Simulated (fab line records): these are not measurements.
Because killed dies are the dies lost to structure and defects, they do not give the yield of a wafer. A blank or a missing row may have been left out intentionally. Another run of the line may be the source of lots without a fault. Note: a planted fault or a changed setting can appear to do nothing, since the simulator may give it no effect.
Which of the tools did it? | flow n5 finfet | 21 lots, 63 wafers sampled, at 5 steps of a route of 1938

WHAT EACH GAUGE READ, for each wafer
N5_BEOL_M14_OVL_MEAS_29. Usual: for M14_OVL the level is 2 nm and the standard deviation is 4.8.
lot  | measured     | on         | M14_OVL (nm) | flag
L076 | day 15 11:32 | overlay-02 | 0 3 1        |
L074 | day 15 15:52 | overlay-02 | -7 -1 -1     |
L077 | day 16 02:39 | overlay-02 | -5 4 -2      |
L079 | day 16 16:33 | overlay-02 | 2 3 -8       |
L081 | day 16 17:10 | overlay-02 | 5 -1 -7      |
L083 | day 16 21:42 | overlay-01 | 3 8 8        |
L082 | day 17 04:55 | overlay-01 | -2 0 -4      |
L085 | day 17 07:33 | overlay-01 | 10 -3 2      |
L084 | day 17 18:35 | overlay-02 | -3 2 -1      |
L086 | day 17 20:08 | overlay-02 | -2 6 3       |
L089 | day 18 13:50 | overlay-01 | -5 0 13      |
L091 | day 18 15:04 | overlay-02 | 2 12 3       |
L087 | day 18 20:23 | overlay-02 | 3 10 -1      |
L090 | day 18 23:16 | overlay-01 | -1 -1 -4     |
L088 | day 19 00:50 | overlay-02 | 3 7 2        |
L092 | day 19 01:02 | overlay-01 | -5 -5 -5     |
L093 | day 19 17:42 | overlay-01 | -1 3 -2      |
L094 | day 20 02:46 | overlay-01 | 0 -3 7       |
L095 | day 20 10:38 | overlay-02 | -1 -1 0      |
L096 | day 20 13:41 | overlay-02 | 6 8 10       |
L097 | day 21 03:37 | overlay-02 | 4 6 8        |

WHAT TOOL EACH LOT RAN ON (gives the tool, then ch and the chambers of the sampled wafers, and finally the start)
lot  | N5_BEOL_M13_VIA_ETCH_16            | N5_BEOL_M13_STRIP_63                 | N5_BEOL_M13_ANNEAL_48            | N5_BEOL_M13_CMP_49
L076 | rie diel-02 ch 0,1,2, day 15 04:39 | plasma asher-01 ch 0,1, day 15 04:53 | rtp anneal-01 ch 0, day 15 09:09 | cmp-03 ch 1,2,3, day 15 09:31
L074 | rie diel-06 ch 0,1, day 15 10:19   | plasma asher-01 ch 0,1, day 15 10:34 | rtp anneal-02 ch 0, day 15 13:34 | cmp-01 ch 2,3, day 15 13:49
L077 | rie diel-02 ch 0,2,3, day 15 17:03 | plasma asher-01 ch 0,1, day 15 17:17 | rtp anneal-01 ch 0, day 16 00:17 | cmp-03 ch 0,1, day 16 00:32
L079 | rie diel-02 ch 0,2,3, day 16 04:58 | plasma asher-02 ch 0,1, day 16 05:12 | rtp anneal-02 ch 0, day 16 14:06 | cmp-01 ch 0,2,3, day 16 14:21
L081 | rie diel-03 ch 0,1, day 16 10:32   | plasma asher-01 ch 0,1, day 16 10:47 | rtp anneal-02 ch 0, day 16 14:43 | cmp-02 ch 0,1,2, day 16 15:01
L083 | rie diel-03 ch 1,3, day 16 14:19   | plasma asher-01 ch 0,1, day 16 14:34 | rtp anneal-01 ch 0, day 16 19:31 | cmp-01 ch 1,3, day 16 19:52
L082 | rie diel-02 ch 0,1, day 16 23:20   | plasma asher-01 ch 1, day 16 23:34   | rtp anneal-01 ch 0, day 17 02:20 | cmp-03 ch 0,1, day 17 02:37
L085 | rie diel-02 ch 0,1,3, day 16 23:59 | plasma asher-01 ch 0,1, day 17 00:13 | rtp anneal-02 ch 0, day 17 05:04 | cmp-02 ch 0,3, day 17 05:20
L084 | rie diel-02 ch 0,1,3, day 17 09:47 | plasma asher-02 ch 0,1, day 17 10:01 | rtp anneal-01 ch 0, day 17 16:05 | cmp-02 ch 0,3, day 17 16:23
L086 | rie diel-06 ch 2,3, day 17 11:51   | plasma asher-02 ch 0,1, day 17 12:07 | rtp anneal-02 ch 0, day 17 17:54 | cmp-01 ch 0,1, day 17 18:07
L089 | rie diel-06 ch 1,3, day 18 07:37   | plasma asher-02 ch 0,1, day 18 07:51 | rtp anneal-01 ch 0, day 18 11:33 | cmp-01 ch 2,3, day 18 11:51
L091 | rie diel-06 ch 0,2, day 18 08:38   | plasma asher-02 ch 0,1, day 18 08:54 | rtp anneal-02 ch 0, day 18 12:40 | cmp-02 ch 0,3, day 18 12:52
L087 | rie diel-06 ch 0,1, day 18 14:41   | plasma asher-01 ch 0,1, day 18 14:56 | rtp anneal-01 ch 0, day 18 17:41 | cmp-03 ch 0,1,3, day 18 17:59
L090 | rie diel-02 ch 0,2, day 18 18:16   | plasma asher-01 ch 0,1, day 18 18:30 | rtp anneal-01 ch 0, day 18 21:06 | cmp-02 ch 0,2,3, day 18 21:26
L088 | rie diel-03 ch 0,1,3, day 18 18:46 | plasma asher-02 ch 0,1, day 18 19:00 | rtp anneal-02 ch 0, day 18 22:18 | cmp-03 ch 1,2, day 18 22:37
L092 | rie diel-02 ch 0,1,3, day 18 19:20 | plasma asher-01 ch 0,1, day 18 19:35 | rtp anneal-02 ch 0, day 18 22:56 | cmp-01 ch 1,2,3, day 18 23:15
L093 | rie diel-06 ch 0,1,2, day 19 10:39 | plasma asher-02 ch 1, day 19 10:53   | rtp anneal-01 ch 0, day 19 15:25 | cmp-03 ch 1,3, day 19 15:43
L094 | rie diel-02 ch 0,2,3, day 19 19:01 | plasma asher-01 ch 0,1, day 19 19:14 | rtp anneal-02 ch 0, day 19 23:43 | cmp-01 ch 1,2,3, day 20 00:11
L095 | rie diel-03 ch 1,2, day 20 04:28   | plasma asher-01 ch 0,1, day 20 04:41 | rtp anneal-01 ch 0, day 20 08:08 | cmp-02 ch 1,2, day 20 08:28
L096 | rie diel-06 ch 0,1,3, day 20 06:01 | plasma asher-01 ch 0,1, day 20 06:14 | rtp anneal-02 ch 0, day 20 11:24 | cmp-02 ch 1,2, day 20 11:44
L097 | rie diel-02 ch 1,2,3, day 20 18:15 | plasma asher-02 ch 0,1, day 20 18:29 | rtp anneal-02 ch 0, day 21 01:14 | cmp-03 ch 0,2, day 21 01:32
- N5_BEOL_M13_VIA_ETCH_16: etches SiOC in C4F8/O2/Ar, target depth 921.7 nm.
- N5_BEOL_M13_STRIP_63: strips in N2/H2.
- N5_BEOL_M13_ANNEAL_48: time 90 s.
- N5_BEOL_M13_CMP_49: polishes, stops on SiOC, t overpolish 17.1 s, target thk 420 nm.

WHAT THE TOOLS THEMSELVES READ (means of the sampled wafers that have a number; where no wafer has one, the mark that the record gives instead)
N5_BEOL_M13_VIA_ETCH_16. Usual: chamber pressure mTorr is 30.000 mTorr with standard deviation 0.028, drypump motor current A is 5.6 A with standard deviation 0.38, oes product au is 0.70 a.u. with standard deviation 0.072, rf fwd power W is 2993 W with standard deviation 9.1, rf vpp V is 666 V with standard deviation 3.7, showerhead plenum p Torr is 3.45 Torr with standard deviation 0.12, and throttle valve pct is 24.3 % with standard deviation 0.39.
lot  | tool        | chamber pressure mTorr (mTorr) | drypump motor current A (A) | oes product au (a.u.) | rf fwd power W (W) | rf vpp V (V) | showerhead plenum p Torr (Torr) | throttle valve pct (%) | flag
L076 | rie diel-02 | 30.001                         | 5.5                         | 0.66                  | 2994               | 662          | 3.35                            | 24.6                   |
L074 | rie diel-06 | 29.992                         | 5.7                         | 0.75                  | 2985               | 662          | 3.34                            | 24.3                   |
L077 | rie diel-02 | 29.996                         | 5.7                         | 0.67                  | 2998               | 665          | 3.39                            | 24.3                   |
L079 | rie diel-02 | 30.024                         | 5.7                         | 0.67                  | 2993               | 664          | 3.39                            | 24.3                   |
L081 | rie diel-03 | 29.980                         | 5.4                         | 0.79                  | 2986               | 665          | 3.38                            | 24.1                   |
L083 | rie diel-03 | 30.001                         | 6.1                         | 0.76                  | 2998               | 668          | 3.47                            | 24.0                   |
L082 | rie diel-02 | 30.011                         | 5.1                         | 0.67                  | 2989               | 664          | 3.41                            | 24.7                   |
L085 | rie diel-02 | 30.004                         | 5.3                         | 0.68                  | 2987               | 666          | 3.45                            | 24.4                   |
L084 | rie diel-02 | 29.970                         | 5.3                         | 0.68                  | 3001               | 666          | 3.45                            | 24.4                   |
L086 | rie diel-06 | 29.989                         | 5.7                         | 0.66                  | 2985               | 669          | 3.56                            | 24.2                   |
L089 | rie diel-06 | 30.013                         | 5.6                         | 0.69                  | 2993               | 665          | 3.41                            | 24.9                   |
L091 | rie diel-06 | 29.982                         | 5.8                         | 0.66                  | 2985               | 666          | 3.47                            | 24.0                   |
L087 | rie diel-06 | 30.004                         | 5.6                         | 0.70                  | 2998               | 661          | 3.32                            | 24.6                   |
L090 | rie diel-02 | 30.004                         | 5.8                         | 0.80                  | 2990               | 668          | 3.54                            | 24.4                   |
L088 | rie diel-03 | 29.997                         | 5.9                         | 0.72                  | 2992               | 664          | 3.41                            | 24.1                   |
L092 | rie diel-02 | 30.000                         | 5.4                         | 0.66                  | 2993               | 665          | 3.44                            | 24.4                   |
L093 | rie diel-06 | 30.006                         | 5.7                         | 0.67                  | 2982               | 663          | 3.39                            | 24.3                   |
L094 | rie diel-02 | 29.993                         | 5.7                         | 0.73                  | 2991               | 667          | 3.51                            | 24.3                   |
L095 | rie diel-03 | 30.011                         | 6.0                         | 0.80                  | 2994               | 670          | 3.56                            | 23.6                   |
L096 | rie diel-06 | 30.013                         | 5.6                         | 0.71                  | 2987               | 664          | 3.42                            | 24.5                   |
L097 | rie diel-02 | 30.004                         | 5.4                         | 0.70                  | 2999               | 667          | 3.54                            | 24.4                   |

N5_BEOL_M13_STRIP_63. Usual: chamber pressure mTorr 999.9 mTorr, standard deviation 0.9; drypump motor current A 6.02 A, standard deviation 0.29; heater power w 313 W, standard deviation 14; oes product au 0.674 a.u., standard deviation 0.005; strip time to endpoint s 27.7 s, standard deviation 1.2.
lot  | tool            | chamber pressure mTorr (mTorr) | drypump motor current A (A) | heater power w (W) | oes product au (a.u.) | strip time to endpoint s (s) | flag
L076 | plasma asher-01 | 999.6                          | 6.06                        | 310                | 0.669                 | 27.7                         |
L074 | plasma asher-01 | 1000.1                         | 6.09                        | 312                | 0.669                 | 27.1                         |
L077 | plasma asher-01 | 999.2                          | 6.07                        | 310                | 0.676                 | 28.3                         |
L079 | plasma asher-02 | 999.5                          | 5.97                        | 297                | 0.671                 | 26.7                         |
L081 | plasma asher-01 | 999.8                          | 5.90                        | 325                | 0.675                 | 28.2                         |
L083 | plasma asher-01 | 999.6                          | 5.88                        | 326                | 0.674                 | 28.4                         |
L082 | plasma asher-01 | 1000.0                         | 5.74                        | 332                | 0.679                 | 28.6                         |
L085 | plasma asher-01 | 1000.4                         | 6.08                        | 312                | 0.672                 | 27.1                         |
L084 | plasma asher-02 | 1000.2                         | 6.19                        | 307                | 0.674                 | 27.9                         |
L086 | plasma asher-02 | 1000.3                         | 5.97                        | 309                | 0.671                 | 26.8                         |
L089 | plasma asher-02 | 999.8                          | 5.97                        | 299                | 0.675                 | 27.1                         |
L091 | plasma asher-02 | 999.5                          | 6.19                        | 306                | 0.673                 | 28.4                         |
L087 | plasma asher-01 | 999.6                          | 5.90                        | 321                | 0.675                 | 28.5                         |
L090 | plasma asher-01 | 999.4                          | 5.89                        | 322                | 0.672                 | 27.6                         |
L088 | plasma asher-02 | 999.6                          | 5.96                        | 304                | 0.670                 | 26.0                         |
L092 | plasma asher-01 | 1000.5                         | 6.07                        | 315                | 0.673                 | 28.5                         |
L093 | plasma asher-02 | 999.5                          | 6.41                        | 317                | 0.672                 | 28.0                         |
L094 | plasma asher-01 | 1000.8                         | 6.06                        | 313                | 0.674                 | 28.4                         |
L095 | plasma asher-01 | 999.3                          | 5.90                        | 318                | 0.679                 | 27.8                         |
L096 | plasma asher-01 | 999.8                          | 6.07                        | 318                | 0.672                 | 27.9                         |
L097 | plasma asher-02 | 1000.5                         | 5.96                        | 299                | 0.676                 | 28.2                         |

N5_BEOL_M13_ANNEAL_48. Usual: anneal temp c 224.99 C, standard deviation 0.15; anneal temp c max 226.0, standard deviation 0.32; wafer_temp_C_max 225.85, standard deviation 0.25.
lot  | tool          | anneal temp c (C) | anneal temp c max | wafer_temp_C_max | flag
L076 | rtp anneal-01 | 224.99            | 226.2             | 225.83           |
L074 | rtp anneal-02 | 225.18            | 225.9             | 225.77           |
L077 | rtp anneal-01 | 225.01            | 226.3             | 225.92           |
L079 | rtp anneal-02 | 225.05            | 225.7             | 225.78           |
L081 | rtp anneal-02 | 224.95            | 225.7             | 225.46           |
L083 | rtp anneal-01 | 225.09            | 226.3             | 225.96           |
L082 | rtp anneal-01 | 224.95            | 226.1             | 225.99           |
L085 | rtp anneal-02 | 224.94            | 225.6             | 225.51           |
L084 | rtp anneal-01 | 224.93            | 226.1             | 225.93           |
L086 | rtp anneal-02 | 224.99            | 225.7             | 225.60           |
L089 | rtp anneal-01 | 225.05            | 226.3             | 225.76           |
L091 | rtp anneal-02 | 224.98            | 225.7             | 226.20           |
L087 | rtp anneal-01 | 225.08            | 226.5             | 226.03           |
L090 | rtp anneal-01 | 224.86            | 226.2             | 226.32           |
L088 | rtp anneal-02 | 225.16            | 225.8             | 226.01           |
L092 | rtp anneal-02 | 224.94            | 225.6             | 225.83           |
L093 | rtp anneal-01 | 225.00            | 226.2             | 225.84           |
L094 | rtp anneal-02 | 224.91            | 225.7             | 225.90           |
L095 | rtp anneal-01 | 225.16            | 226.4             | 225.85           |
L096 | rtp anneal-02 | 224.96            | 225.6             | 225.93           |
L097 | rtp anneal-02 | 225.05            | 225.8             | 225.80           |

N5_BEOL_M13_CMP_49. Usual: barrier field endpoint s 30.2 s, standard deviation 0.92; motor current A 5.8 A, standard deviation 0.66; overpolish run s 17.099 s, standard deviation 0.0091; slurry filter dp kPa 13.49 kPa, standard deviation 0.14.
lot  | tool   | barrier field endpoint s (s) | motor current A (A) | overpolish run s (s) | slurry filter dp kPa (kPa) | flag
L076 | cmp-03 | 30.5                         | 6.2                 | 17.100               | 13.48                      |
L074 | cmp-01 | 29.7                         | 5.5                 | 17.097               | 13.45                      |
L077 | cmp-03 | 30.1                         | 6.2                 | 17.099               | 13.46                      |
L079 | cmp-01 | 30.8                         | 5.8                 | 17.097               | 13.36                      |
L081 | cmp-02 | 29.9                         | 5.1                 | 17.099               | 13.57                      |
L083 | cmp-01 | 30.1                         | 6.2                 | 17.095               | 13.51                      |
L082 | cmp-03 | 30.1                         | 6.1                 | 17.093               | 13.54                      |
L085 | cmp-02 | 30.6                         | 5.7                 | 17.106               | 13.52                      |
L084 | cmp-02 | 30.9                         | 5.4                 | 17.107               | 13.50                      |
L086 | cmp-01 | 30.8                         | 6.4                 | 17.094               | 13.44                      |
L089 | cmp-01 | 30.7                         | 5.5                 | 17.101               | 13.52                      |
L091 | cmp-02 | 30.3                         | 5.5                 | 17.111               | 13.55                      |
L087 | cmp-03 | 30.1                         | 6.3                 | 17.101               | 13.40                      |
L090 | cmp-02 | 29.5                         | 5.2                 | 17.105               | 13.45                      |
L088 | cmp-03 | 30.0                         | 6.0                 | 17.093               | 13.54                      |
L092 | cmp-01 | 31.1                         | 5.7                 | 17.092               | 13.44                      |
L093 | cmp-03 | 30.9                         | 6.4                 | 17.091               | 13.50                      |
L094 | cmp-01 | 30.5                         | 5.8                 | 17.102               | 13.53                      |
L095 | cmp-02 | 29.8                         | 5.0                 | 17.104               | 13.45                      |
L096 | cmp-02 | 29.0                         | 4.8                 | 17.106               | 13.55                      |
L097 | cmp-03 | 30.5                         | 6.5                 | 17.103               | 13.36                      |

THE ANSWER, worked out from the rows above alone
Rule: a lot is off if the mean of its wafers that have a number lies more than 3 standard deviations from the usual mean. A lot without any number at a reading at which 4 lots or more have one is off too. Any other lot the step has rows for is counted as sound. The gauges are gone through in route order, then the tools' own readings, and for those a lot's mean is taken as printed above. At the first step where some lot is off, the reading lying furthest off is the one used; lots without a number count as furthest.
Across all readings shown, no lot is off: no conclusion can be drawn from this.

WHAT THE SIMULATOR HAD PUT IN
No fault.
